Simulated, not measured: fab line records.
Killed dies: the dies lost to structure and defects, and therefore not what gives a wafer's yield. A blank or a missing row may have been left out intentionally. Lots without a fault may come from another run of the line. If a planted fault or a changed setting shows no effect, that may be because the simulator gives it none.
Matching of chambers :: flow n5_finfet :: rie_diel-02 running N5_BEOL_M5_ETCH_68: 4 sister chambers
The step etches SOC in N2/H2, target depth 80 nm, overetch 16 nm, time 120 s. 22 wafers are shown with their chamber, then 11 later ones without.

== WAFERS WITH THEIR CHAMBER ==
wafer: L074.2
chamber: 0
showerhead_plenum_p_Torr (Torr): 2.49
throttle_valve_pct (%): 17.49
drypump_motor_current_A (A): 5.8

wafer: L074.3
chamber: 2
showerhead_plenum_p_Torr (Torr): 2.52
throttle_valve_pct (%): 18.12
drypump_motor_current_A (A): 5.7

wafer: L074.6
chamber: 3
showerhead_plenum_p_Torr (Torr): 2.70
throttle_valve_pct (%): 17.79
drypump_motor_current_A (A): 5.0

wafer: L076.1
chamber: 3
showerhead_plenum_p_Torr (Torr): 2.70
throttle_valve_pct (%): 17.79
drypump_motor_current_A (A): 5.0

wafer: L076.4
chamber: 1
showerhead_plenum_p_Torr (Torr): 2.64
throttle_valve_pct (%): 18.10
drypump_motor_current_A (A): 5.6

wafer: L076.5
chamber: 0
showerhead_plenum_p_Torr (Torr): 2.49
throttle_valve_pct (%): 17.49
drypump_motor_current_A (A): 5.8

wafer: L081.2
chamber: 0
showerhead_plenum_p_Torr (Torr): 2.48
throttle_valve_pct (%): 17.50
drypump_motor_current_A (A): 5.8

wafer: L081.3
chamber: 3
showerhead_plenum_p_Torr (Torr): 2.70
throttle_valve_pct (%): 17.79
drypump_motor_current_A (A): 5.1

wafer: L081.5
chamber: 2
showerhead_plenum_p_Torr (Torr): 2.51
throttle_valve_pct (%): 18.16
drypump_motor_current_A (A): 5.7

wafer: L080.1
chamber: 0
showerhead_plenum_p_Torr (Torr): 2.48
throttle_valve_pct (%): 17.50
drypump_motor_current_A (A): 5.8

wafer: L080.2
chamber: 3
showerhead_plenum_p_Torr (Torr): 2.70
throttle_valve_pct (%): 17.83
drypump_motor_current_A (A): 5.0

wafer: L080.6
chamber: 0
showerhead_plenum_p_Torr (Torr): 2.48
throttle_valve_pct (%): 17.50
drypump_motor_current_A (A): 5.8

wafer: L084.1
chamber: 3
showerhead_plenum_p_Torr (Torr): 2.69
throttle_valve_pct (%): 17.82
drypump_motor_current_A (A): 5.0

wafer: L084.4
chamber: 0
showerhead_plenum_p_Torr (Torr): 2.48
throttle_valve_pct (%): 17.50
drypump_motor_current_A (A): 5.7

wafer: L084.6
chamber: 3
showerhead_plenum_p_Torr (Torr): 2.69
throttle_valve_pct (%): 17.81
drypump_motor_current_A (A): 5.0

wafer: L085.2
chamber: 0
showerhead_plenum_p_Torr (Torr): 2.48
throttle_valve_pct (%): 17.50
drypump_motor_current_A (A): 5.8

wafer: L085.3
chamber: 2
showerhead_plenum_p_Torr (Torr): 2.51
throttle_valve_pct (%): 18.15
drypump_motor_current_A (A): 5.7

wafer: L085.6
chamber: 1
showerhead_plenum_p_Torr (Torr): 2.63
throttle_valve_pct (%): 18.14
drypump_motor_current_A (A): 5.6

wafer: L087.1
chamber: 1
showerhead_plenum_p_Torr (Torr): 2.63
throttle_valve_pct (%): 18.15
drypump_motor_current_A (A): 5.6

wafer: L087.2
chamber: 3
showerhead_plenum_p_Torr (Torr): 2.69
throttle_valve_pct (%): 17.84
drypump_motor_current_A (A): 5.1

wafer: L087.6
chamber: 3
showerhead_plenum_p_Torr (Torr): 2.69
throttle_valve_pct (%): 17.83
drypump_motor_current_A (A): 5.1

wafer: L091.3
chamber: 0
showerhead_plenum_p_Torr (Torr): 2.48
throttle_valve_pct (%): 17.52
drypump_motor_current_A (A): 5.8

SIGNATURES (averages over the wafers above)
reading: showerhead_plenum_p_Torr
chamber 0: 2.4825
chamber 1: 2.6333
chamber 2: 2.5133
chamber 3: 2.6950
scatter within a chamber: 0.00518

reading: throttle_valve_pct
chamber 0: 17.5000
chamber 1: 18.1300
chamber 2: 18.1433
chamber 3: 17.8125
scatter within a chamber: 0.018

reading: drypump_motor_current_A
chamber 0: 5.787
chamber 1: 5.600
chamber 2: 5.700
chamber 3: 5.037
scatter within a chamber: 0.0391
Rule: for a wafer and a chamber, the distance is found by dividing, reading by reading, the gap between the wafer's reading and the chamber's mean by the reading's scatter, squaring, summing and taking the root. If the next closest chamber is less than 2 further off than the closest, the wafer can't be placed; otherwise it belongs to the closest. The scatter: the root of (the sum of the squares of (reading less its chamber's mean) over the shown wafers, divided by (wafers less chambers)).

== WAFERS WITH NO CHAMBER GIVEN ==
wafer: L091.4
showerhead_plenum_p_Torr (Torr): 2.63
throttle_valve_pct (%): 18.15
drypump_motor_current_A (A): 5.6

wafer: L091.6
showerhead_plenum_p_Torr (Torr): 2.51
throttle_valve_pct (%): 18.17
drypump_motor_current_A (A): 5.6

wafer: L093.1
showerhead_plenum_p_Torr (Torr): 2.69
throttle_valve_pct (%): 17.85
drypump_motor_current_A (A): 5.1

wafer: L093.2
showerhead_plenum_p_Torr (Torr): 2.48
throttle_valve_pct (%): 17.55
drypump_motor_current_A (A): 5.8

wafer: L093.4
showerhead_plenum_p_Torr (Torr): 2.62
throttle_valve_pct (%): 18.18
drypump_motor_current_A (A): 5.6

wafer: L094.1
showerhead_plenum_p_Torr (Torr): 2.50
throttle_valve_pct (%): 18.21
drypump_motor_current_A (A): 5.7

wafer: L094.2
showerhead_plenum_p_Torr (Torr): 2.47
throttle_valve_pct (%): 17.54
drypump_motor_current_A (A): 5.8

wafer: L094.3
showerhead_plenum_p_Torr (Torr): 2.62
throttle_valve_pct (%): 18.18
drypump_motor_current_A (A): 5.6

wafer: L097.1
showerhead_plenum_p_Torr (Torr): 2.68
throttle_valve_pct (%): 17.88
drypump_motor_current_A (A): 5.0

wafer: L097.5
showerhead_plenum_p_Torr (Torr): 2.47
throttle_valve_pct (%): 17.55
drypump_motor_current_A (A): 5.8

wafer: L097.6
showerhead_plenum_p_Torr (Torr): 2.68
throttle_valve_pct (%): 17.86
drypump_motor_current_A (A): 5.1

== WHICH CHAMBER EACH ONE RAN IN ==
wafer: L091.4
from the rows above: 1
in truth: 1

wafer: L091.6
from the rows above: 2
in truth: 2

wafer: L093.1
from the rows above: 3
in truth: 3

wafer: L093.2
from the rows above: 0
in truth: 0

wafer: L093.4
from the rows above: 1
in truth: 1

wafer: L094.1
from the rows above: 2
in truth: 2

wafer: L094.2
from the rows above: 0
in truth: 0

wafer: L094.3
from the rows above: 1
in truth: 1

wafer: L097.1
from the rows above: 3
in truth: 3

wafer: L097.5
from the rows above: 0
in truth: 0

wafer: L097.6
from the rows above: 3
in truth: 3
Correctly placed: 11 of 11. Can't be placed from these rows: 0. 0 placed wrongly.
